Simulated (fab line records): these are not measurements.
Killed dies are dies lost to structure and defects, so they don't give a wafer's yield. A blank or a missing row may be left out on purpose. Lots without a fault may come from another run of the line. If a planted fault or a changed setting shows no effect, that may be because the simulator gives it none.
Comparing a struck lot with a sound one + flow n5-finfet + 15 out of 1938 route steps
Sound: wafers L661.3, L661.4, L661.6. Struck: wafer L655.3. (L655.1 of the same lot was not struck and is left out.) The cause comes at the end.
For every step that has rows: the tool of each side, followed by ch and its chambers, followed by its first start. Under that, the readings that differ: sound wafers + struck wafers + difference of the means + sigmas: that difference in standard deviations of wafers without a fault.
alike: readings whose means differ by less than 2 such deviations, and words and numbers that are the same on both sides. not compared: withheld readings, readings that some wafer has no value for, bounds like >300 that may hide the same value, and numbers for which the record gives no deviation and whose values overlap.
Wherever a step has rows on one side only, a row that says differs or no value, or a row with sigmas, the two part there. Numbers that have no deviation but don't overlap get no sigmas and don't part them. Lack of a reading on every wafer of one side parts them only where that side has two or more wafers.

first, 2 steps without rows for these wafers: N5_HKMG_FIN_STRIP_89 (strips SOC in N2/H2, time 20 s); N5_HKMG_FIN_WET_ETCH_87 (etches TiN in SC1, time 154.2 s, target depth 4.7 nm, rinse time 30 s).
N5_HKMG_FIN_STRIP_88: strips in N2/H2, time 360 s.
  sound on plasma-asher-01 ch 0,1, day 8 05:32; struck on plasma-asher-02 ch 0, day 6 18:11
| reading                     | sound       | struck | difference | sigmas |
|-----------------------------|-------------|--------|------------|--------|
| drypump-motor-current-A (A) | 5.3 5.5 5.3 | 6.4    | +1.0       | +2     |
  alike: heater-power-w
  not compared: rf-hours-counter-h
then, 3 steps without rows for these wafers: N5_HKMG_FIN_NWFM_ALD_20 (deposits TiAlC, target thk 2 nm, pulse time 3 s, purge time 2 s); N5_HKMG_FIN_ALD_71 (deposits TiN, target thk 1 nm, pulse time 1 s, purge time 3 s); N5_HKMG_FIN_COAT_66 (time 60 s, resist thk 300 nm).
N5_HKMG_FIN_ETCH_67: etches SOC in N2/H2, stops on TiN, target depth 388.9 nm.
  sound on rie-diel-01 ch 0,2,3, day 8 06:23; struck on rie-diel-05 ch 2, day 6 19:01
  alike: drypump-motor-current-A, oes-product-au, rf-vpp-V, showerhead-plenum-p-Torr, throttle-valve-pct
  not compared: rf-hours-counter-h
then, 2 steps without rows for these wafers: N5_HKMG_FIN_STRIP_90 (strips SOC in N2/H2, time 20 s); N5_HKMG_FIN_WET_ETCH_73 (etches the open film in SC1, time 42.3 s, target depth 1.3 nm, rinse time 30 s).
N5_HKMG_FIN_ETCHBACK_68: etches the open film in Cl2/Ar, stops on HfO2, target depth 0.5 nm.
  sound on rie-metal-01 ch 1, day 8 06:41; struck on rie-metal-03 ch 0, day 6 19:16
| reading                     | sound             | struck | difference | sigmas |
|-----------------------------|-------------------|--------|------------|--------|
| drypump-motor-current-A (A) | 6.40 6.40 6.37    | 5.85   | -0.54      | -2     |
| throttle-valve-pct (%)      | 20.51 20.49 20.52 | 21.00  | +0.49      | +3     |
  alike: mfc-ar-sccm, oes_ar_750_au, oes-product-au
  not compared: rf-hours-counter-h
N5_HKMG_FIN_STRIP_69: strips in N2/H2, time 360 s.
  sound on plasma-asher-01 ch 0,1, day 8 06:59; struck on plasma-asher-01 ch 1, day 6 19:25
  alike: drypump-motor-current-A, heater-power-w
  not compared: rf-hours-counter-h
N5_HKMG_FIN_ALD_21: deposits TiN, target thk 1.5 nm, pulse time 1 s, purge time 3 s.
  sound on ald-metal-04 ch 1,2, day 8 07:14; struck on ald-metal-02 ch 0, day 6 19:47
| reading            | sound       | struck | difference | sigmas |
|--------------------|-------------|--------|------------|--------|
| heater-power-w (W) | 950 927 921 | 724    | -209       | -2     |
  alike: precursor-pulse-height-rel, susceptor-temp-C
  not compared: ald-cycles
N5_HKMG_FIN_ALD_72: deposits W, target thk 2 nm, pulse time 1 s, purge time 2 s.
  sound on cvd-w-01 ch 0,1, day 8 07:37; struck on cvd-w-02 ch 1, day 6 20:09
| reading                                | sound   | struck | difference | sigmas |
|----------------------------------------|---------|--------|------------|--------|
| ald-cycles                             | 7 7 7   | 10     | +3         |        |
| model.W_of_HKMG_FIN_ALD_72.thk-nm (nm) | 2.2 2 2 | 3      | +1         |        |
  alike: heater-power-w, precursor-pulse-height-rel, susceptor-temp-C
then, 2 steps without rows for these wafers: N5_HKMG_FIN_W_FILL_22 (material W, target thk 60 nm, time 18.2 s); N5_PASSIVATION_PROBE_49.

## WHERE THEY PART
Last at N5_HKMG_FIN_ALD_21 as far as this record goes, first at N5_HKMG_FIN_STRIP_88. Later steps at which nothing parts them and some readings are alike: N5_HKMG_FIN_ALD_72.

WHY: what the simulator had put in
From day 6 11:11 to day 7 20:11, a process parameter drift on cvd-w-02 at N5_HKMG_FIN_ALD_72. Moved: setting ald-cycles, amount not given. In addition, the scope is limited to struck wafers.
